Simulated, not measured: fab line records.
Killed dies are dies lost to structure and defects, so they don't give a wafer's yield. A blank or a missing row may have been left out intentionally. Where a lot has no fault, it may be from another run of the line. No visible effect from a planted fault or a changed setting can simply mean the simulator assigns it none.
A single fault, viewed from 2 desks :: flow n5Finfet :: each desk has only its own numbers; what lay behind them comes last

## AT THE METROLOGY DESK
Lot by lot, what the gauges showed, no matter which tool ran the lot: averages of those sampled wafers that carry a number. The brackets show how far a lot's mean lies from the usual mean; more than 4 standard deviations puts the lot out of limits, marked OUT. Shown here are 7 of its 11 readings, the ones lying furthest out on some lot.
Columns: A = DIBL_N at N5_BEOL_M4_RC_MEAS_101, usual 36.0 mV/V; B = DIBL_P at N5_BEOL_M4_RC_MEAS_101, usual 36.2 mV/V; C = IOFF_P at N5_BEOL_M4_RC_MEAS_101, usual 0.21 nA/um; D = ION_P at N5_BEOL_M4_RC_MEAS_101, usual 461 uA/um; E = SS_P at N5_BEOL_M4_RC_MEAS_101, usual 73.4 mV/dec; F = VT_N at N5_BEOL_M4_RC_MEAS_101, usual 251 mV; G = VT_P at N5_BEOL_M4_RC_MEAS_101, usual -250 mV
lot: L930
first seen here: day 7 12:29
A: 37.3
B: 38.0
C: 0.25
D: 470
E: 74.1
F: 250
G: -249

lot: L934
first seen here: day 8 21:45
A: 34.3
B: 32.7
C: 0.17
D: 457
E: 73.0
F: 254
G: -251

lot: L941
first seen here: day 10 04:43
A: 40.0
B: 41.1
C: 0.29
D: 465
E: 75.0
F: 245
G: -248

lot: L942
first seen here: day 10 13:53
A: 35.3
B: 36.1
C: 0.22
D: 464
E: 73.4
F: 250
G: -248

lot: L943
first seen here: day 10 21:01
A: 34.1
B: 33.6
C: 0.18
D: 457
E: 72.2
F: 253
G: -253

lot: L946
first seen here: day 11 12:13
A: 36.6
B: 36.5
C: 0.23
D: 462
E: 73.5
F: 250
G: -249

lot: L947
first seen here: day 12 00:07
A: 33.1
B: 32.9
C: 0.14
D: 449
E: 72.7
F: 258
G: -259
This desk's finding: nothing out of limits on any of the 7 lots.

## TOOL OWNER'S DESK, pecvd-03
The tool's own readings at N5_BEOL_M0_DEP_125 (deposits SiCN from 3MS/NH3, target thk 8 nm, time 14 s): means of the sampled wafers that have a number, for each lot that ran on this tool. The brackets show how far a lot's mean lies from the usual mean; more than 4 standard deviations puts the lot out of limits, marked OUT.
Columns: A = showerheadPlenumPTorr at N5_BEOL_M0_DEP_125, usual 3.662 Torr; B = throttleValvePct at N5_BEOL_M0_DEP_125, usual 9.1 %
lot: L934
first seen here: day 8 21:41
A: 3.647
B: 10.1

lot: L941
first seen here: day 10 04:38
A: 3.649
B: 9.5

lot: L942
first seen here: day 10 13:50
A: 3.651
B: 9.6

lot: L943
first seen here: day 10 20:56
A: 3.640
B: 10.0
This desk's finding: nothing out of limits on any of the 4 lots.

## TAKEN TOGETHER
The metrology desk saw nothing out of limits.
The tool owner's desk saw nothing out of limits.

## WHAT THE SIMULATOR HAD PUT IN
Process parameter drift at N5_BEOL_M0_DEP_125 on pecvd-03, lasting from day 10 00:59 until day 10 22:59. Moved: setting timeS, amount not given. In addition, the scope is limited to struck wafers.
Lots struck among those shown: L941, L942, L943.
